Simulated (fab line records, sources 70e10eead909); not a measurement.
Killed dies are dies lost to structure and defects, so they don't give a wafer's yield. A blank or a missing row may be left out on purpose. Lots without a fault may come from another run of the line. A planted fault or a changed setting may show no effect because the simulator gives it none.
Which tool did it? | flow nand_harc | 12 lots, 36 wafers sampled, at 6 steps of a route of 1302

WHAT THE GAUGES READ, wafer by wafer
NHARC_A_CONTACT_CD_MEAS_08: target cd 200 nm.
lot  | measured     | on        | cd_nm (nm)
L246 | day 23 10:11 | cd_sem-01 | 199.8 199.7 199.7
L248 | day 24 01:38 | cd_sem-01 | 200.1 200.2 200.1
L247 | day 24 02:35 | cd_sem-03 | 200.6 200.9 200.6
L250 | day 25 05:40 | cd_sem-03 | 200.9 199.9 200.1
L255 | day 26 23:22 | cd_sem-01 | 199.8 200.6 200.0
L258 | day 27 18:25 | cd_sem-02 | 200.0 199.5 199.2
L259 | day 28 04:09 | cd_sem-03 | 200.3 200.9 200.6
L262 | day 29 21:22 | cd_sem-03 | 200.2 199.8 200.1
L264 | day 30 08:56 | cd_sem-01 | 200.4 199.1 199.4
L266 | day 31 07:32 | cd_sem-03 | 200.3 200.3 200.6
L267 | day 31 17:35 | cd_sem-01 | 199.3 199.3 200.1
L268 | day 32 05:57 | cd_sem-01 | 199.7 199.7 199.7

NHARC_A_CONTACT_INSPECT_10.
lot  | measured     | on                | raw_defect_count
L246 | day 23 10:19 | defect_inspect-01 | 53 42 47
L248 | day 24 01:46 | defect_inspect-02 | 62 74 67
L247 | day 24 02:42 | defect_inspect-01 | 88 105 111
L250 | day 25 05:47 | defect_inspect-02 | 21 25 30
L255 | day 26 23:29 | defect_inspect-02 | 607 568 604
L258 | day 27 18:32 | defect_inspect-02 | 625 670 673
L259 | day 28 04:16 | defect_inspect-02 | 19 29 33
L262 | day 29 21:29 | defect_inspect-01 | 84 78 86
L264 | day 30 09:03 | defect_inspect-01 | 83 84 74
L266 | day 31 07:40 | defect_inspect-01 | 60 72 67
L267 | day 31 17:43 | defect_inspect-02 | 22 27 29
L268 | day 32 07:41 | defect_inspect-01 | 33 38 46

NHARC_END_SORT_01.
lot  | measured     | on        | killed_at_array | killed_at_other | killed_at_periphery | killed_dies | killed_open | killed_short
L255 | day 29 06:49 | prober-01 | 132 147 143     | 0 0 0           | 3 5 6               | 135 152 149 | 1 3 4       | 2 3 1
L258 | day 30 00:19 | prober-01 | 162 181 174     | 0 0 0           | 6 6 1               | 168 187 175 | 2 3 3       | 0 1 2
L262 | day 32 04:28 | prober-01 | 54 53 62        | 1 1 0           | 5 3 1               | 60 57 63    | 2 1 3       | 5 0 3

WHICH TOOL RAN EACH LOT (tool, then ch and the chambers of the sampled wafers, then the start)
lot  | NHARC_A_CONTACT_DEP_84        | NHARC_A_CONTACT_DEP_85          | NHARC_A_CONTACT_ETCH_88
L246 | acl_dep-01 ch 0, day 23 07:50 | pecvd-04 ch 0,2, day 23 09:37   | rie_diel-02 ch 1,2,3, day 23 11:11
L248 | acl_dep-02 ch 0, day 23 23:17 | pecvd-04 ch 0,1, day 24 01:02   | rie_diel-05 ch 1,2, day 24 01:59
L247 | acl_dep-03 ch 0, day 24 00:14 | pecvd-02 ch 0,1, day 24 02:01   | rie_diel-06 ch 2,3, day 24 02:51
L250 | acl_dep-01 ch 0, day 25 03:50 | pecvd-01 ch 0,1, day 25 05:01   | rie_diel-06 ch 1,2, day 25 05:55
L255 | acl_dep-01 ch 0, day 26 21:11 | pecvd-01 ch 1,2, day 26 22:38   | rie_diel-05 ch 0,1,2, day 26 23:38
L258 | acl_dep-01 ch 0, day 27 15:23 | pecvd-02 ch 1,2, day 27 17:42   | rie_diel-02 ch 0,2, day 27 18:43
L259 | acl_dep-02 ch 0, day 28 01:43 | pecvd-02 ch 0,1, day 28 03:26   | rie_diel-06 ch 0,1,3, day 28 04:26
L262 | acl_dep-03 ch 0, day 29 19:35 | pecvd-04 ch 0,1, day 29 20:49   | rie_diel-06 ch 0,3, day 29 21:38
L264 | acl_dep-03 ch 0, day 30 06:53 | pecvd-02 ch 0,1,2, day 30 08:22 | rie_diel-02 ch 0,1,3, day 30 09:13
L266 | acl_dep-02 ch 0, day 31 05:06 | pecvd-01 ch 1,2, day 31 06:51   | rie_diel-06 ch 0,1,2, day 31 07:49
L267 | acl_dep-03 ch 0, day 31 15:07 | pecvd-02 ch 1,2, day 31 16:52   | rie_diel-02 ch 0,1, day 31 17:52
L268 | acl_dep-02 ch 0, day 32 03:46 | pecvd-04 ch 0,1, day 32 05:13   | rie_diel-05 ch 1,2,3, day 32 07:58
- NHARC_A_CONTACT_DEP_84: deposits aC, target thk 2800 nm.
- NHARC_A_CONTACT_DEP_85: deposits SiON, target thk 60 nm.
- NHARC_A_CONTACT_ETCH_88: etches the open film in CF4, target depth 39 nm, time 65 s.

WHAT THE TOOLS THEMSELVES READ (means of the sampled wafers that have a number; where no wafer has one, the mark that the record gives instead)
NHARC_A_CONTACT_DEP_84.
lot  | tool       | throttle_valve_pct (%)
L246 | acl_dep-01 | 34.997
L248 | acl_dep-02 | 35.006
L247 | acl_dep-03 | 35.002
L250 | acl_dep-01 | 34.997
L255 | acl_dep-01 | 34.993
L258 | acl_dep-01 | 35.001
L259 | acl_dep-02 | 35.002
L262 | acl_dep-03 | 35.004
L264 | acl_dep-03 | 34.989
L266 | acl_dep-02 | 34.995
L267 | acl_dep-03 | 34.994
L268 | acl_dep-02 | 35.004

NHARC_A_CONTACT_DEP_85.
lot  | tool     | heater_power_w (W)
L246 | pecvd-04 | 797
L248 | pecvd-04 | 720
L247 | pecvd-02 | 819
L250 | pecvd-01 | 707
L255 | pecvd-01 | 663
L258 | pecvd-02 | 657
L259 | pecvd-02 | 804
L262 | pecvd-04 | 754
L264 | pecvd-02 | 702
L266 | pecvd-01 | 612
L267 | pecvd-02 | 623
L268 | pecvd-04 | 774

NHARC_A_CONTACT_ETCH_88.
lot  | tool        | bias_w (W) | drypump_motor_current_A (A) | oes_product_au (a.u.) | rf_vpp_V (V) | showerhead_plenum_p_Torr (Torr) | throttle_valve_pct (%)
L246 | rie_diel-02 | 99.9       | 6.0                         | 1.008                 | 150.8        | 1.75                            | 13.285
L248 | rie_diel-05 | 100.4      | 5.4                         | 0.994                 | 151.1        | 1.80                            | 13.292
L247 | rie_diel-06 | 99.9       | 5.6                         | 1.006                 | 149.8        | 1.70                            | 13.287
L250 | rie_diel-06 | 100.0      | 6.0                         | 0.999                 | 151.5        | 1.76                            | 13.286
L255 | rie_diel-05 | 100.1      | 5.6                         | 1.001                 | 152.5        | 1.89                            | 13.288
L258 | rie_diel-02 | 100.0      | 5.8                         | 0.999                 | 149.5        | 1.67                            | 13.271
L259 | rie_diel-06 | 100.0      | 5.9                         | 0.999                 | 150.2        | 1.67                            | 13.284
L262 | rie_diel-06 | 99.5       | 5.6                         | 1.003                 | 153.1        | 1.84                            | 13.274
L264 | rie_diel-02 | 99.9       | 5.5                         | 1.018                 | 152.0        | 1.75                            | 13.289
L266 | rie_diel-06 | 100.4      | 6.0                         | 1.001                 | 150.3        | 1.72                            | 13.288
L267 | rie_diel-02 | 100.1      | 5.5                         | 0.996                 | 151.2        | 1.78                            | 13.287
L268 | rie_diel-05 | 99.9       | 5.9                         | 1.010                 | 153.9        | 1.88                            | 13.279

THE ANSWER, worked out from the rows above alone
Rule: what is usual is taken from the lots themselves. Put in order of their means at a reading, lots are off if they are a third of the lots or fewer, leave a main group of 4 or more, and stand apart from it by a gap of 3 or more times the standard deviation of the main group's means; of several such gaps the widest counts. A main group whose means are all the same, to the digits that the tables above print for the reading, isn't used. A lot without any number at a reading at which 4 lots or more have one is off too. The other lots that the step has rows for count as sound. The gauges are gone through in route order, then the tools' own readings, and for those a lot's mean is taken as printed above. The first step at which some lot is off is used, and at that step the reading that is off furthest; a lot without a number counts as furthest.
Off: L255, L258, at NHARC_A_CONTACT_INSPECT_10 (raw_defect_count). The main group: mean 56, standard deviation 26.
A tool fits if, at a process step before that reading, it ran every lot that is off, and no sound lot after the first of them. The gauges at NHARC_A_CONTACT_INSPECT_10 are tried like those tools. One fits: acl_dep-01 at NHARC_A_CONTACT_DEP_84. Its last sound lot is L250 (day 25 03:50), its first lot that is off L255 (day 26 21:11): a fault that began between those two fits.

WHAT THE SIMULATOR HAD PUT IN
Chamber particle source: acl_dep-01, from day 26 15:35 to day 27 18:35, at NHARC_A_CONTACT_DEP_84. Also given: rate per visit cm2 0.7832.
Lots struck among those shown: L255, L258. The rule above found the same.
